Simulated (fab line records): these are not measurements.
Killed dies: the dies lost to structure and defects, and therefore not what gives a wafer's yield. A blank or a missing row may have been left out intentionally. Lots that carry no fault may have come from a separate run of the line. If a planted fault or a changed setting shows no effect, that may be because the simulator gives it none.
Split-lot study + flow n5-finfet + 7 lots, 21 wafers read, on a route of 1938 steps

## SPLIT DETAILS
At N5_BEOL_M5_ILD_DEP_00 (deposits SiCOH lowk from DEMS/porogen, target thk 140.64 nm, time 25.9 s), the setting time-s was moved away from the recipe's 25.9 s on 5 of the 21 wafers read, by -14.4% to +12.9%. The other wafers ran this setting at the recipe's value.

## FROM SPLIT TO READING: 1 step shown by the file between the two
- N5_BEOL_M5_CURE_79: cures SiCOH lowk, time 240 s

## THE READING
At N5_BEOL_M5_THK_MEAS_01: M5_ILD_THK, given in nm. Typical for fault-free wafers on this fab line: 120.9 nm, with standard deviation 1.9 nm.

| wafer  | tool, chamber at the split | time-s as run, s | against the recipe | M5_ILD_THK, nm | against lot-mates on the recipe |
|--------|----------------------------|------------------|--------------------|----------------|---------------------------------|
| L077.1 | pecvd-04, 2                | 25.9             | recipe             | 122.1          | -                               |
| L077.3 | pecvd-04, 1                | 29.25            | +12.9%             | 134.4          | +11.7                           |
| L077.5 | pecvd-04, 0                | 25.9             | recipe             | 123.3          | -                               |
| L078.1 | pecvd-04, 1                | 22.17            | -14.4%             | 100.6          | -19.9                           |
| L078.2 | pecvd-04, 2                | 22.17            | -14.4%             | 103.6          | -16.9                           |
| L078.6 | pecvd-04, 2                | 25.9             | recipe             | 120.5          | -                               |
| L079.2 | pecvd-04, 2                | 28.53            | +10.2%             | 133.0          | +14.1                           |
| L079.3 | pecvd-04, 1                | 28.53            | +10.2%             | 130.4          | +11.5                           |
| L079.5 | pecvd-04, 1                | 25.9             | recipe             | 118.9          | -                               |
| L080.1 | pecvd-04, 0                | 25.9             | recipe             | 118.6          | -                               |
| L080.2 | pecvd-04, 1                | 25.9             | recipe             | 118.1          | -                               |
| L080.6 | pecvd-04, 0                | 25.9             | recipe             | 119.5          | -                               |
| L084.2 | pecvd-03, 1,2              | 25.9             | recipe             | 120.9          | -                               |
| L084.5 | pecvd-03, 1,2              | 25.9             | recipe             | 121.1          | -                               |
| L084.6 | pecvd-03, 0                | 25.9             | recipe             | 122.7          | -                               |
| L083.3 | pecvd-04, 1                | 25.9             | recipe             | 118.8          | -                               |
| L083.4 | pecvd-04, 0                | 25.9             | recipe             | 121.9          | -                               |
| L083.6 | pecvd-04, 0                | 25.9             | recipe             | 121.5          | -                               |
| L090.1 | pecvd-03, 1                | 25.9             | recipe             | 120.6          | -                               |
| L090.5 | pecvd-03, 2                | 25.9             | recipe             | 121.3          | -                               |
| L090.6 | pecvd-03, 1                | 25.9             | recipe             | 121.7          | -                               |
If several chambers appear in one row, that row covers several wafers at once and the file leaves open which wafer was in which chamber.

FIT RESULTS
A straight line over all 21 wafers: M5_ILD_THK changes by +1.19 nm for each +1% of time-s; r = +0.98; the points scatter about the line by 1.6 nm.
The same after taking each lot's own level away (the mean of its wafers on the recipe; 21 wafers): +1.2 nm for each +1%; r = +0.98; scatter 1.3 nm.
On that fit, the largest move of time-s shifts the reading by 17 nm.
The lots' own levels span 118.73 to 122.70 nm, that is 2.1 times the standard deviation above.
The two slopes agree, so the slope changes little with the lot-to-lot level.
Check: for one of the wafers moved furthest among these (-14.4%), held out of the fit, the line's prediction against its lot-mates is -16.3 nm. It came out at -19.9 nm against them.

## FURTHER SPLITS ON THESE WAFERS
Before the reading, these wafers also passed through other splits. Each is held against what the fit with the lots' levels taken away leaves over:
| other split on the same wafers                  | wafers away from the commonest value | r with M5_ILD_THK (lot level and that fit taken away) |
|-------------------------------------------------|--------------------------------------|-------------------------------------------------------|
| N5_MOL_CONTACT_COAG_ETCHBACK_136 target-depth-a | 7                                    | +0.11                                                 |
| N5_BEOL_M0_SAQP_ETCH_107 bias-w                 | 5                                    | -0.07                                                 |
| N5_BEOL_M0_SAQP_COAT_34 spin-rpm                | 5                                    | +0.07                                                 |
| N5_BEOL_M0_ETCH_138 source-w                    | 8                                    | -0.17                                                 |
| N5_BEOL_M1_VIA_ETCH_34 bias-w                   | 10                                   | +0.27                                                 |
| N5_BEOL_M1_TRENCH_ETCH_37 bias-w                | 11                                   | -0.19                                                 |
| N5_BEOL_M3_TRENCH_ETCH_37 source-w              | 8                                    | +0.17                                                 |
| N5_BEOL_M4_ETCH_70 bias-w                       | 6                                    | -0.23                                                 |
| N5_BEOL_M4_TRENCH_ETCH_37 bias-w                | 5                                    | -0.07                                                 |

## THE WHOLE CHAIN: every reading that the file lists as answering this split, in the file's order
| step                   | what it does                                                             | reading                                                                                  | change (the file's fit)              | r (the file's) |
|------------------------|--------------------------------------------------------------------------|------------------------------------------------------------------------------------------|--------------------------------------|----------------|
| N5_BEOL_M5_ILD_DEP_00  | deposits SiCOH lowk from DEMS/porogen, target thk 140.64 nm, time 25.9 s | SiCOH_lowk_of_BEOL_M5_ILD_DEP_00.thk-nm (the simulator's own value, which no gauge read) | +1.31 nm for each +1% of the setting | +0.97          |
| N5_BEOL_M5_CURE_79     | cures SiCOH lowk, time 240 s                                             | SiCOH_lowk_of_BEOL_M5_ILD_DEP_00.thk-nm (the simulator's own value, which no gauge read) | +1.14 nm for each +1% of the setting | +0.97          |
| N5_BEOL_M5_THK_MEAS_01 |                                                                          | M5_ILD_THK                                                                               | +1.14 for each +1% of the setting    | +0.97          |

## THE FILE'S OWN FIT
M5_ILD_THK changes by +1.14 nm for each +1% of time-s, r = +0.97.
